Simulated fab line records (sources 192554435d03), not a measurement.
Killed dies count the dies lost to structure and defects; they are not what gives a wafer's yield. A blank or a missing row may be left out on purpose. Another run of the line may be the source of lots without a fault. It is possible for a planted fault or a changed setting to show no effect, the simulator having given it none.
Split-lot trial :: flow n5 finfet :: 39 wafers read from 7 lots, route of 1938 steps

== ON THE SPLIT ==
At N5_SD_EPI_P_EPI_21 (deposits SiGe:B, time 355 s), the setting time s was moved away from the recipe's 355 s on 15 of the 39 wafers read, by -50.1% to +54.3%. For the rest of the wafers, this setting stayed at what the recipe calls for.

The reading is taken at the split's own step.

== THE READING ==
SiGe-B_of_SD_EPI_P_EPI_21.thk nm (the simulator's own value, which no gauge read), in nm, at N5_SD_EPI_P_EPI_21 (deposits SiGe:B, time 355 s). No usual value for it is given in the file. Average 60.9 nm, standard deviation 1 nm, over the 24 wafers here run with the recipe.

wafer: L083.1
tool, chamber at the split: epi rpcvd-02, 0
time s as run, s: 538.2
against the recipe: +51.6%
SiGe-B_of_SD_EPI_P_EPI_21.thk nm, nm: 80.8
against lot-mates on the recipe: +20.3

wafer: L083.3
tool, chamber at the split: epi rpcvd-02, 0
time s as run, s: 538.2
against the recipe: +51.6%
SiGe-B_of_SD_EPI_P_EPI_21.thk nm, nm: 80.8
against lot-mates on the recipe: +20.3

wafer: L083.2
tool, chamber at the split: epi rpcvd-02, 0
time s as run, s: 355
against the recipe: recipe
SiGe-B_of_SD_EPI_P_EPI_21.thk nm, nm: 60.6
against lot-mates on the recipe: -

wafer: L083.4
tool, chamber at the split: epi rpcvd-02, 0
time s as run, s: 538.2
against the recipe: +51.6%
SiGe-B_of_SD_EPI_P_EPI_21.thk nm, nm: 80.2
against lot-mates on the recipe: +19.7

wafer: L083.5
tool, chamber at the split: epi rpcvd-02, 0
time s as run, s: 355
against the recipe: recipe
SiGe-B_of_SD_EPI_P_EPI_21.thk nm, nm: 61.4
against lot-mates on the recipe: -

wafer: L083.6
tool, chamber at the split: epi rpcvd-02, 0
time s as run, s: 355
against the recipe: recipe
SiGe-B_of_SD_EPI_P_EPI_21.thk nm, nm: 59.6
against lot-mates on the recipe: -

wafer: L087.1
tool, chamber at the split: epi rpcvd-04, 0
time s as run, s: 355
against the recipe: recipe
SiGe-B_of_SD_EPI_P_EPI_21.thk nm, nm: 61
against lot-mates on the recipe: -

wafer: L087.3
tool, chamber at the split: epi rpcvd-04, 0
time s as run, s: 355
against the recipe: recipe
SiGe-B_of_SD_EPI_P_EPI_21.thk nm, nm: 60.6
against lot-mates on the recipe: -

wafer: L087.4
tool, chamber at the split: epi rpcvd-04, 0
time s as run, s: 355
against the recipe: recipe
SiGe-B_of_SD_EPI_P_EPI_21.thk nm, nm: 60.6
against lot-mates on the recipe: -

wafer: L089.1
tool, chamber at the split: epi rpcvd-04, 0
time s as run, s: 355
against the recipe: recipe
SiGe-B_of_SD_EPI_P_EPI_21.thk nm, nm: 61.8
against lot-mates on the recipe: -

wafer: L089.2
tool, chamber at the split: epi rpcvd-04, 0
time s as run, s: 355
against the recipe: recipe
SiGe-B_of_SD_EPI_P_EPI_21.thk nm, nm: 61.2
against lot-mates on the recipe: -

wafer: L089.3
tool, chamber at the split: epi rpcvd-04, 0
time s as run, s: 177.3
against the recipe: -50.1%
SiGe-B_of_SD_EPI_P_EPI_21.thk nm, nm: 33.6
against lot-mates on the recipe: -27.9

wafer: L089.4
tool, chamber at the split: epi rpcvd-04, 0
time s as run, s: 177.3
against the recipe: -50.1%
SiGe-B_of_SD_EPI_P_EPI_21.thk nm, nm: 33.4
against lot-mates on the recipe: -28.1

wafer: L089.5
tool, chamber at the split: epi rpcvd-04, 0
time s as run, s: 355
against the recipe: recipe
SiGe-B_of_SD_EPI_P_EPI_21.thk nm, nm: 61.6
against lot-mates on the recipe: -

wafer: L089.6
tool, chamber at the split: epi rpcvd-04, 0
time s as run, s: 177.3
against the recipe: -50.1%
SiGe-B_of_SD_EPI_P_EPI_21.thk nm, nm: 33.2
against lot-mates on the recipe: -28.3

wafer: L091.1
tool, chamber at the split: epi rpcvd-01, 0
time s as run, s: 355
against the recipe: recipe
SiGe-B_of_SD_EPI_P_EPI_21.thk nm, nm: 59.4
against lot-mates on the recipe: -

wafer: L091.6
tool, chamber at the split: epi rpcvd-01, 0
time s as run, s: 355
against the recipe: recipe
SiGe-B_of_SD_EPI_P_EPI_21.thk nm, nm: 59.4
against lot-mates on the recipe: -

wafer: L091.2
tool, chamber at the split: epi rpcvd-01, 0
time s as run, s: 355
against the recipe: recipe
SiGe-B_of_SD_EPI_P_EPI_21.thk nm, nm: 59.8
against lot-mates on the recipe: -

wafer: L091.5
tool, chamber at the split: epi rpcvd-01, 0
time s as run, s: 355
against the recipe: recipe
SiGe-B_of_SD_EPI_P_EPI_21.thk nm, nm: 59.8
against lot-mates on the recipe: -

wafer: L091.3
tool, chamber at the split: epi rpcvd-01, 0
time s as run, s: 355
against the recipe: recipe
SiGe-B_of_SD_EPI_P_EPI_21.thk nm, nm: 60.4
against lot-mates on the recipe: -

wafer: L091.4
tool, chamber at the split: epi rpcvd-01, 0
time s as run, s: 355
against the recipe: recipe
SiGe-B_of_SD_EPI_P_EPI_21.thk nm, nm: 59
against lot-mates on the recipe: -

wafer: L092.1
tool, chamber at the split: epi rpcvd-02, 0
time s as run, s: 489.3
against the recipe: +37.8%
SiGe-B_of_SD_EPI_P_EPI_21.thk nm, nm: 76.2
against lot-mates on the recipe: +15.3

wafer: L092.2
tool, chamber at the split: epi rpcvd-02, 0
time s as run, s: 489.3
against the recipe: +37.8%
SiGe-B_of_SD_EPI_P_EPI_21.thk nm, nm: 75.4
against lot-mates on the recipe: +14.5

wafer: L092.3
tool, chamber at the split: epi rpcvd-02, 0
time s as run, s: 355
against the recipe: recipe
SiGe-B_of_SD_EPI_P_EPI_21.thk nm, nm: 61
against lot-mates on the recipe: -

wafer: L092.4
tool, chamber at the split: epi rpcvd-02, 0
time s as run, s: 355
against the recipe: recipe
SiGe-B_of_SD_EPI_P_EPI_21.thk nm, nm: 61.4
against lot-mates on the recipe: -

wafer: L092.5
tool, chamber at the split: epi rpcvd-02, 0
time s as run, s: 489.3
against the recipe: +37.8%
SiGe-B_of_SD_EPI_P_EPI_21.thk nm, nm: 75.6
against lot-mates on the recipe: +14.7

wafer: L092.6
tool, chamber at the split: epi rpcvd-02, 0
time s as run, s: 355
against the recipe: recipe
SiGe-B_of_SD_EPI_P_EPI_21.thk nm, nm: 60.4
against lot-mates on the recipe: -

wafer: L094.1
tool, chamber at the split: epi rpcvd-02, 0
time s as run, s: 547.6
against the recipe: +54.3%
SiGe-B_of_SD_EPI_P_EPI_21.thk nm, nm: 83.6
against lot-mates on the recipe: +21.8

wafer: L094.3
tool, chamber at the split: epi rpcvd-02, 0
time s as run, s: 547.6
against the recipe: +54.3%
SiGe-B_of_SD_EPI_P_EPI_21.thk nm, nm: 83.6
against lot-mates on the recipe: +21.8

wafer: L094.2
tool, chamber at the split: epi rpcvd-02, 0
time s as run, s: 355
against the recipe: recipe
SiGe-B_of_SD_EPI_P_EPI_21.thk nm, nm: 61.8
against lot-mates on the recipe: -

wafer: L094.4
tool, chamber at the split: epi rpcvd-02, 0
time s as run, s: 355
against the recipe: recipe
SiGe-B_of_SD_EPI_P_EPI_21.thk nm, nm: 61.6
against lot-mates on the recipe: -

wafer: L094.5
tool, chamber at the split: epi rpcvd-02, 0
time s as run, s: 547.6
against the recipe: +54.3%
SiGe-B_of_SD_EPI_P_EPI_21.thk nm, nm: 82.6
against lot-mates on the recipe: +20.8

wafer: L094.6
tool, chamber at the split: epi rpcvd-02, 0
time s as run, s: 355
against the recipe: recipe
SiGe-B_of_SD_EPI_P_EPI_21.thk nm, nm: 62
against lot-mates on the recipe: -

wafer: L095.1
tool, chamber at the split: epi rpcvd-04, 0
time s as run, s: 242.9
against the recipe: -31.6%
SiGe-B_of_SD_EPI_P_EPI_21.thk nm, nm: 46.8
against lot-mates on the recipe: -15.7

wafer: L095.2
tool, chamber at the split: epi rpcvd-04, 0
time s as run, s: 355
against the recipe: recipe
SiGe-B_of_SD_EPI_P_EPI_21.thk nm, nm: 62.6
against lot-mates on the recipe: -

wafer: L095.4
tool, chamber at the split: epi rpcvd-04, 0
time s as run, s: 355
against the recipe: recipe
SiGe-B_of_SD_EPI_P_EPI_21.thk nm, nm: 62.6
against lot-mates on the recipe: -

wafer: L095.3
tool, chamber at the split: epi rpcvd-04, 0
time s as run, s: 242.9
against the recipe: -31.6%
SiGe-B_of_SD_EPI_P_EPI_21.thk nm, nm: 46.4
against lot-mates on the recipe: -16.1

wafer: L095.5
tool, chamber at the split: epi rpcvd-04, 0
time s as run, s: 242.9
against the recipe: -31.6%
SiGe-B_of_SD_EPI_P_EPI_21.thk nm, nm: 46.2
against lot-mates on the recipe: -16.3

wafer: L095.6
tool, chamber at the split: epi rpcvd-04, 0
time s as run, s: 355
against the recipe: recipe
SiGe-B_of_SD_EPI_P_EPI_21.thk nm, nm: 62.4
against lot-mates on the recipe: -

FIT RESULTS
A straight line over all 39 wafers: SiGe-B_of_SD_EPI_P_EPI_21.thk nm changes by +0.444 nm for each +1% of time s; r = +0.99; the points scatter about the line by 1.8 nm.
The same after taking each lot's own level away (the mean of its wafers on the recipe; 39 wafers): +0.451 nm for each +1%; r = +0.99; scatter 1.8 nm.
Per that fit: largest time s move, reading shift of 24 nm.
The span of the lots' own levels, 59.63 to 62.53 nm, comes to 2.8 times the standard deviation stated above.
Consequently the slope shifts little with the lot-to-lot level, the two slopes agreeing.
Check: for one of the wafers moved furthest among these (+54.3%), held out of the fit, the line's prediction against its lot-mates is +23.4 nm. Against them it came out at +21.8 nm.

== OTHER SPLITS ON THESE WAFERS ==
These wafers also went through other splits before the reading. Each is held against what the fit with the lots' levels taken away leaves over:
other split on the same wafers: N5_WELL_APT_DEVELOP_07 develop time s
wafers away from the commonest value: 15
r with SiGe-B_of_SD_EPI_P_EPI_21.thk nm (lot level and that fit taken away): +0.34

other split on the same wafers: N5_DUMMY_GATE_CVD_03 target thk a
wafers away from the commonest value: 24
r with SiGe-B_of_SD_EPI_P_EPI_21.thk nm (lot level and that fit taken away): -0.33

== THE WHOLE CHAIN: every reading that the file lists as answering this split, in the file's order ==
step: N5_SD_EPI_P_EPI_21
what it does: deposits SiGe:B, time 355 s
reading: SiGe-B_of_SD_EPI_P_EPI_21.thk nm (the simulator's own value, which no gauge read)
change (the file's fit): +0.444 nm for each +1% of the setting
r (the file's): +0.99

step: N5_SD_EPI_P_EPI_MEAS_23
what it does: 
reading: thk nm
change (the file's fit): withheld for each +1% of the setting
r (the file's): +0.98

== FILE'S OWN FIT ==
SiGe-B_of_SD_EPI_P_EPI_21.thk nm changes by +0.444 nm for each +1% of time s, r = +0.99.
